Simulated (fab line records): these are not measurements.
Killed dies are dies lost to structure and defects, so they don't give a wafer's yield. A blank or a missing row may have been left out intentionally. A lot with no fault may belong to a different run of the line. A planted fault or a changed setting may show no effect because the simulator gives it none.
fab line records + flow nand-harc + part 2 of 2: steps 5 to 6 of 6
record
- lots=23
- wafers=69
- last-day=33
route steps=1302 shown A_STAIRCASE@700
lots with no fault: from the same line, run without faults
start-h: hours from the record's first day to the start of the lot's first wafer shown + wait-h: hours elapsed since this lot's preceding step + " identical to the entry in the row above + L1.1+2: several wafers, shown together as one row + - either no value or no given start + * or withheld: withheld + < > ~ a bound
route shown NAME@n: NAME is a module with steps in the file, n the number in the route of the first one + usual: mean/standard deviation of fault-free wafers + same: alike in all rows + chamber/n: place in a boat + sites: the reading at each site + _std_site: standard deviation across them + _edge_site: outer sites' mean less inner sites' + radius-mm: how far each site lies from the wafer's centre + mask NAME#n: copy n + behind: the most recent tool/chamber to have shaped the wafer + hold: reason for holding the lot/hours on hold/outcome of the hold + device: which transistor (n, p or np) failed to switch + end of line: the same wafers' tests at the end of the route + a step without rows: its recipe alone + killed: at the first sort, the dies lost to defects and structure; wafer yield is something else + map: a wafer's dies, x killed, . not, _ none there
set.NAME: setting as actually run; set.NAME@STEP: the setting as run at that earlier step + model.NAME: the simulator's own value behind a step, which no gauge read
route steps across a sampled set of lots; one table per step, one row per wafer
services: a tool's chamber out of use, with start hour (start-h, from the record's first day; less than 0 if before it), hours out, and reason
## steps
# step NHARC_A_STAIRCASE_TRIM_224
# recipe
- time-s=211.2
- o2-flow-sccm=500
- ar-flow-sccm=0
- bias-w=0
- chemistry=O2
# usual
- drypump-motor-current-A=5.8/0.48
- oes-product-au=1.000/0.0069
- rf-vpp-V=57.8/0.87
- showerhead-plenum-p-Torr=3.54/0.18
- throttle-valve-pct=17.037/0.01
| lot.wafer | tool        | chamber | start-h | wait-h | drypump-motor-current-A | oes-product-au | rf-hours-counter-h | rf-vpp-V | showerhead-plenum-p-Torr | throttle-valve-pct |
|-----------|-------------|---------|---------|--------|-------------------------|----------------|--------------------|----------|--------------------------|--------------------|
| L074.3    | rie-diel-11 | 2       | -       | -      | 6.4                     | 0.998          | 36                 | 56.1     | 3.28                     | 17.048             |
| L074.2    | "           | 1       | "       | "      | 5.4                     | 1.007          | 37                 | 57.3     | 3.63                     | 17.027             |
| L074.6    | "           | 2       | "       | "      | 6.4                     | 0.988          | -                  | 57.4     | 3.28                     | 17.042             |
| L075.4    | rie-diel-12 | 2       | -       | -      | 6.3                     | 1.002          | 33                 | 57.7     | 3.37                     | 17.029             |
| L075.6    | "           | 1       | "       | "      | 5.4                     | 0.993          | -                  | 58.1     | 3.79                     | 17.042             |
| L075.5    | "           | 2       | "       | "      | 6.3                     | 1.004          | -                  | 56.7     | 3.37                     | 17.037             |
| L076.3    | rie-diel-12 | 3       | -       | -      | 6.3                     | 0.993          | 35                 | 58.3     | 3.46                     | 17.036             |
| L076.2    | "           | 1       | "       | "      | 5.4                     | 1.003          | 39                 | 58.5     | 3.79                     | 17.026             |
| L076.6    | "           | 0       | "       | "      | 5.7                     | 1.001          | -                  | 56.9     | 3.66                     | 17.036             |
| L077.2    | rie-diel-12 | 0       | -       | -      | 5.7                     | 0.998          | 37                 | 60.0     | 3.66                     | 17.035             |
| L077.4    | "           | 2       | "       | "      | 6.3                     | 1.009          | 38                 | 58.0     | 3.36                     | 17.041             |
| L077.5    | "           | 0       | "       | "      | 5.7                     | 0.998          | -                  | 57.5     | 3.66                     | 17.043             |
| L079.4    | rie-diel-08 | 2       | -       | -      | 6.3                     | 1.001          | 7                  | 56.0     | 3.53                     | 17.050             |
| L079.1    | "           | 3       | "       | "      | 5.9                     | 0.998          | 7                  | 56.2     | 3.34                     | 17.055             |
| L079.5    | "           | 1       | "       | "      | 5.7                     | 1.008          | -                  | 57.6     | 3.30                     | 17.032             |
| L078.3    | rie-diel-12 | 2       | -       | -      | 6.3                     | 0.999          | 40                 | 58.2     | 3.36                     | 17.035             |
| L078.1    | "           | 3       | "       | "      | 6.3                     | 0.997          | 38                 | 59.2     | 3.46                     | 17.050             |
| L078.6    | "           | 0       | "       | "      | 5.7                     | 0.994          | -                  | 57.8     | 3.66                     | 17.033             |
| L080.2    | rie-diel-08 | 2       | -       | -      | 6.3                     | 0.994          | 17                 | 57.0     | 3.52                     | 17.050             |
| L080.4    | "           | 0       | "       | "      | 4.8                     | 0.994          | 20                 | 59.5     | 3.77                     | 17.032             |
| L080.1    | "           | 1       | "       | "      | 5.7                     | 0.998          | 18                 | 57.2     | 3.30                     | 17.040             |
| L081.3    | rie-diel-08 | 0       | -       | -      | 4.9                     | 1.005          | 22                 | 59.0     | 3.77                     | 17.037             |
| L081.4    | "           | 1       | "       | "      | 5.7                     | 0.996          | 19                 | 56.3     | 3.29                     | 17.036             |
| L081.2    | "           | 3       | "       | "      | 5.9                     | 1.003          | 20                 | 57.4     | 3.34                     | 17.055             |
| L082.3    | rie-diel-11 | 3       | -       | -      | 5.4                     | 1.014          | 1                  | 57.7     | 3.33                     | 17.032             |
| L082.1    | "           | 1       | "       | "      | 5.4                     | 1.007          | 2                  | 57.1     | 3.62                     | 17.039             |
| L082.5    | "           | 2       | "       | "      | 6.4                     | 1.009          | -                  | 57.4     | 3.81                     | 17.030             |
| L083.3    | rie-diel-11 | 1       | -       | -      | 5.4                     | 1.003          | 4                  | 59.5     | 3.62                     | 17.048             |
| L083.5    | "           | 1       | "       | "      | 5.4                     | 1.007          | -                  | 59.3     | 3.62                     | 17.029             |
| L083.6    | "           | 2       | "       | "      | 6.4                     | 1.006          | -                  | 56.8     | 3.81                     | 17.025             |
| L085.4    | rie-diel-12 | 2       | -       | -      | 6.3                     | 1.001          | 6                  | 57.2     | 3.35                     | 17.035             |
| L085.2    | "           | 0       | "       | "      | 5.7                     | 0.994          | 9                  | 57.8     | 3.64                     | 17.029             |
| L085.5    | "           | 2       | "       | "      | 6.3                     | 0.994          | -                  | 57.1     | 3.35                     | 17.025             |
| L086.3    | rie-diel-12 | 0       | -       | -      | 5.7                     | 1.005          | 11                 | 56.9     | 3.64                     | 17.033             |
| L086.5    | "           | 1       | "       | "      | 5.4                     | 0.997          | -                  | 58.5     | 3.77                     | 17.039             |
| L086.6    | "           | 2       | "       | "      | 6.3                     | 1.006          | -                  | 57.8     | 3.35                     | 17.038             |
| L087.1    | rie-diel-08 | 3       | -       | -      | 5.9                     | 1.004          | 36                 | 56.0     | 3.33                     | 17.046             |
| L087.5    | "           | 0       | "       | "      | 4.9                     | 0.996          | -                  | 57.0     | 3.76                     | 17.026             |
| L087.6    | "           | 2       | "       | "      | 6.3                     | 0.997          | -                  | 57.9     | 3.51                     | 17.027             |
| L088.3    | rie-diel-08 | 3       | -       | -      | 5.9                     | 0.995          | 41                 | 57.0     | 3.33                     | 17.055             |
| L088.2    | "           | 0       | "       | "      | 4.9                     | 1.016          | 43                 | 58.5     | 3.75                     | 17.035             |
| L088.6    | "           | 3       | "       | "      | 5.8                     | 1.003          | -                  | 57.7     | 3.33                     | 17.023             |
| L090.1    | rie-diel-11 | 0       | -       | -      | 5.6                     | 0.992          | 21                 | 58.6     | 3.46                     | 17.030             |
| L090.2    | "           | 2       | "       | "      | 6.4                     | 1.012          | 24                 | 57.0     | 3.79                     | 17.050             |
| L090.5    | "           | 0       | "       | "      | 5.5                     | 0.992          | -                  | 58.3     | 3.46                     | 17.036             |
| L089.1    | rie-diel-08 | 2       | -       | -      | 6.3                     | 0.996          | 46                 | 58.1     | 3.51                     | 17.025             |
| L089.6    | "           | 0       | "       | "      | 4.9                     | 0.995          | -                  | 58.3     | 3.75                     | 17.036             |
| L089.5    | "           | 2       | "       | "      | 6.3                     | 1.002          | -                  | 58.6     | 3.51                     | 17.021             |
| L091.4    | rie-diel-11 | 1       | -       | -      | 5.4                     | 1.008          | 26                 | 57.0     | 3.61                     | 17.034             |
| L091.2    | "           | 2       | "       | "      | 6.4                     | 1.001          | 27                 | 57.4     | 3.79                     | 17.032             |
| L091.5    | "           | 1       | "       | "      | 5.4                     | 1.009          | -                  | 57.4     | 3.61                     | 17.028             |
| L092.1    | rie-diel-11 | 2       | -       | -      | 6.4                     | 1.007          | 36                 | 57.3     | 3.79                     | 17.032             |
| L092.3    | "           | 3       | "       | "      | 5.4                     | 1.010          | 38                 | 57.5     | 3.31                     | 17.041             |
| L092.5    | "           | 0       | "       | "      | 5.6                     | 1.000          | -                  | 57.2     | 3.45                     | 17.049             |
| L094.1    | rie-diel-11 | 1       | -       | -      | 5.4                     | 1.003          | 39                 | 58.4     | 3.60                     | 17.059             |
| L094.3    | "           | 3       | "       | "      | 5.4                     | 0.994          | 42                 | 56.4     | 3.31                     | 17.025             |
| L094.2    | "           | 0       | "       | "      | 5.6                     | 0.990          | 39                 | 57.4     | 3.45                     | 17.032             |
| L093.2    | rie-diel-11 | 2       | -       | -      | 6.4                     | 1.008          | 40                 | 57.8     | 3.78                     | 17.064             |
| L093.1    | "           | 3       | "       | "      | 5.4                     | 1.003          | 42                 | 57.8     | 3.31                     | 17.025             |
| L093.4    | "           | 0       | "       | "      | 5.6                     | 0.989          | 39                 | 57.3     | 3.45                     | 17.028             |
| L095.4    | rie-diel-08 | 3       | -       | -      | 5.9                     | 0.999          | 4                  | 57.9     | 3.32                     | 17.032             |
| L095.1    | "           | 0       | "       | "      | 4.8                     | 0.997          | 3                  | 59.2     | 3.74                     | 17.040             |
| L095.3    | "           | 1       | "       | "      | 5.7                     | 1.007          | 3                  | 58.3     | 3.81                     | 17.041             |
| L096.2    | rie-diel-12 | 0       | -       | -      | 5.7                     | 1.001          | 46                 | 58.0     | 3.62                     | 17.045             |
| L096.4    | "           | 3       | "       | "      | 6.2                     | 0.999          | 44                 | 58.3     | 3.43                     | 17.025             |
| L096.6    | "           | 0       | "       | "      | 5.7                     | 1.001          | -                  | 56.8     | 3.62                     | 17.052             |
| L097.4    | rie-diel-08 | 2       | -       | -      | 6.3                     | 0.996          | 10                 | 57.2     | 3.49                     | 17.038             |
| L097.3    | "           | 3       | "       | "      | 5.9                     | 0.988          | 10                 | 57.4     | 3.31                     | 17.053             |
| L097.1    | "           | 0       | "       | "      | 4.9                     | 1.002          | 11                 | 58.1     | 3.74                     | 17.037             |
# step NHARC_A_STAIRCASE_ETCH_230
# recipe
- target-depth-a=1000
- time-s=40.5
- ion-energy-ev=400
- c4f8-flow-sccm=20
- o2-flow-sccm=10
- ar-flow-sccm=withheld
- rf-w=600
- bias-w=1000
- chemistry=C4F8/O2
# usual
- oes-product-au=0.949/0.019
- rf-vpp-V=896/6.4
| lot.wafer | tool        | chamber | start-h | wait-h | oes-product-au | rf-hours-counter-h | rf-vpp-V |
|-----------|-------------|---------|---------|--------|----------------|--------------------|----------|
| L074.3    | rie-diel-12 | 1       | -       | -      | 0.921          | 27                 | 905      |
| L074.2    | "           | 2       | "       | "      | 0.919          | 28                 | 890      |
| L074.6    | "           | 2       | "       | "      | 0.916          | -                  | 891      |
| L075.4    | rie-diel-12 | 2       | -       | -      | 0.959          | 33                 | 889      |
| L075.6    | "           | 2       | "       | "      | 0.948          | -                  | 890      |
| L075.5    | "           | 3       | "       | "      | 0.959          | -                  | 895      |
| L076.2    | rie-diel-08 | 2       | -       | -      | 0.977          | 3                  | 898      |
| L076.3    | "           | 1       | "       | "      | 0.979          | 5                  | 890      |
| L076.6    | "           | 3       | "       | "      | 0.965          | -                  | 889      |
| L077.4    | rie-diel-08 | 0       | -       | -      | 0.941          | 7                  | 905      |
| L077.2    | "           | 2       | "       | "      | 0.976          | 4                  | 896      |
| L077.5    | "           | 0       | "       | "      | 0.939          | -                  | 904      |
| L079.1    | rie-diel-08 | 2       | -       | -      | 0.954          | 7                  | 896      |
| L079.4    | "           | 3       | "       | "      | 0.949          | 8                  | 890      |
| L079.5    | "           | 1       | "       | "      | 0.954          | -                  | 887      |
| L078.1    | rie-diel-12 | 0       | -       | -      | 0.949          | 40                 | 901      |
| L078.3    | "           | 1       | "       | "      | 0.919          | 43                 | 906      |
| L078.6    | "           | 0       | "       | "      | 0.955          | -                  | 900      |
| L080.2    | rie-diel-08 | 3       | -       | -      | 0.951          | 20                 | 888      |
| L080.4    | "           | 0       | "       | "      | 0.948          | 21                 | 905      |
| L080.1    | "           | 2       | "       | "      | 0.937          | 18                 | 897      |
| L081.3    | rie-diel-08 | 0       | -       | -      | 0.925          | 22                 | 903      |
| L081.2    | "           | 1       | "       | "      | 0.921          | 20                 | 888      |
| L081.4    | "           | 2       | "       | "      | 0.941          | 19                 | 896      |
| L082.1    | rie-diel-08 | 3       | -       | -      | 0.964          | 24                 | 889      |
| L082.3    | "           | 1       | "       | "      | 0.974          | 23                 | 888      |
| L082.5    | "           | 3       | "       | "      | 0.964          | -                  | 889      |
| L083.3    | rie-diel-08 | 1       | -       | -      | 0.944          | 27                 | 887      |
| L083.5    | "           | 2       | "       | "      | 0.963          | -                  | 896      |
| L083.6    | "           | 3       | "       | "      | 0.957          | -                  | 888      |
| L085.4    | rie-diel-11 | 3       | -       | -      | 0.964          | 13                 | 888      |
| L085.2    | "           | 0       | "       | "      | 0.943          | 11                 | 894      |
| L085.5    | "           | 3       | "       | "      | 0.960          | -                  | 888      |
| L086.3    | rie-diel-11 | 1       | -       | -      | 0.962          | 16                 | 899      |
| L086.5    | "           | 0       | "       | "      | 0.960          | -                  | 893      |
| L086.6    | "           | 3       | "       | "      | 0.946          | -                  | 890      |
| L087.1    | rie-diel-12 | 0       | -       | -      | 0.926          | 16                 | 900      |
| L087.6    | "           | 3       | "       | "      | 0.927          | -                  | 893      |
| L087.5    | "           | 0       | "       | "      | 0.926          | -                  | 901      |
| L088.3    | rie-diel-12 | 2       | -       | -      | 0.960          | 16                 | 888      |
| L088.2    | "           | 0       | "       | "      | 0.987          | 19                 | 899      |
| L088.6    | "           | 1       | "       | "      | 0.966          | -                  | 903      |
| L090.1    | rie-diel-08 | 0       | -       | -      | 0.940          | 44                 | 904      |
| L090.2    | "           | 3       | "       | "      | 0.930          | 42                 | 887      |
| L090.5    | "           | 2       | "       | "      | 0.930          | -                  | 895      |
| L089.1    | rie-diel-12 | 2       | -       | -      | 0.980          | 18                 | 890      |
| L089.5    | "           | 1       | "       | "      | 0.949          | -                  | 906      |
| L089.6    | "           | 2       | "       | "      | 0.974          | -                  | 889      |
| L091.4    | rie-diel-12 | 3       | -       | -      | 0.965          | 22                 | 893      |
| L091.2    | "           | 0       | "       | "      | 0.974          | 23                 | 902      |
| L091.5    | "           | 0       | "       | "      | 0.975          | -                  | 898      |
| L092.3    | rie-diel-08 | 0       | -       | -      | 0.985          | 62                 | 903      |
| L092.1    | "           | 1       | "       | "      | 0.985          | 46                 | 886      |
| L092.5    | "           | 0       | "       | "      | 0.986          | -                  | 905      |
| L094.2    | rie-diel-11 | 0       | -       | -      | 0.939          | 39                 | 893      |
| L094.1    | "           | 1       | "       | "      | 0.950          | 40                 | 899      |
| L094.3    | "           | 3       | "       | "      | 0.937          | 43                 | 889      |
| L093.1    | rie-diel-11 | 3       | -       | -      | 0.929          | 43                 | 889      |
| L093.4    | "           | 1       | "       | "      | 0.935          | 40                 | 899      |
| L093.2    | "           | 2       | "       | "      | 0.923          | 40                 | 905      |
| L095.4    | rie-diel-12 | 3       | -       | -      | 0.955          | 37                 | 892      |
| L095.1    | "           | 1       | "       | "      | 0.970          | 34                 | 904      |
| L095.3    | "           | 2       | "       | "      | 0.971          | 36                 | 890      |
| L096.2    | rie-diel-08 | 3       | -       | -      | 0.920          | 10                 | 888      |
| L096.4    | "           | 0       | "       | "      | 0.925          | 11                 | 902      |
| L096.6    | "           | 3       | "       | "      | 0.912          | -                  | 888      |
| L097.4    | rie-diel-12 | 0       | -       | -      | 0.982          | 46                 | 899      |
| L097.3    | "           | 1       | "       | "      | 0.962          | 44                 | 903      |
| L097.1    | "           | 3       | "       | "      | 0.976          | 45                 | 893      |
## services
| tool        | chamber | start-h | hours | kind   |
|-------------|---------|---------|-------|--------|
| rie-diel-08 | 0       | 329.57  | 12.2  | repair |
| rie-diel-12 | 0       | 330.29  | -     | clean  |
| rie-diel-12 | 1       | 330.29  | -     | clean  |
| rie-diel-12 | 2       | 330.29  | -     | clean  |
| rie-diel-12 | 3       | 330.29  | -     | clean  |
| rie-diel-08 | 3       | 331.33  | 9.0   | repair |
| rie-diel-08 | 1       | 334.13  | 9.5   | repair |
| rie-diel-12 | 0       | 354.79  | -     | clean  |
| rie-diel-12 | 1       | 354.79  | -     | clean  |
| rie-diel-12 | 2       | 354.79  | -     | clean  |
| rie-diel-12 | 3       | 354.79  | -     | clean  |
| rie-diel-08 | -       | 370.64  | 9.0   | pm     |
| rie-diel-12 | 0       | 380.85  | -     | clean  |
| rie-diel-12 | 1       | 380.85  | -     | clean  |
| rie-diel-12 | 2       | 380.85  | -     | clean  |
| rie-diel-12 | 3       | 380.85  | -     | clean  |
| rie-diel-08 | 1       | 406.95  | 5.1   | repair |
| rie-diel-11 | -       | 434.40  | 9.0   | pm     |
| rie-diel-12 | -       | 449.15  | 9.0   | pm     |
| rie-diel-11 | -       | 463.21  | 0.6   | repair |
| rie-diel-12 | -       | 471.86  | 0.6   | repair |
| rie-diel-11 | 2       | 480.29  | 8.2   | repair |
| rie-diel-12 | 1       | 495.04  | 11.0  | repair |
| rie-diel-08 | 1       | 498.58  | 30.5  | repair |
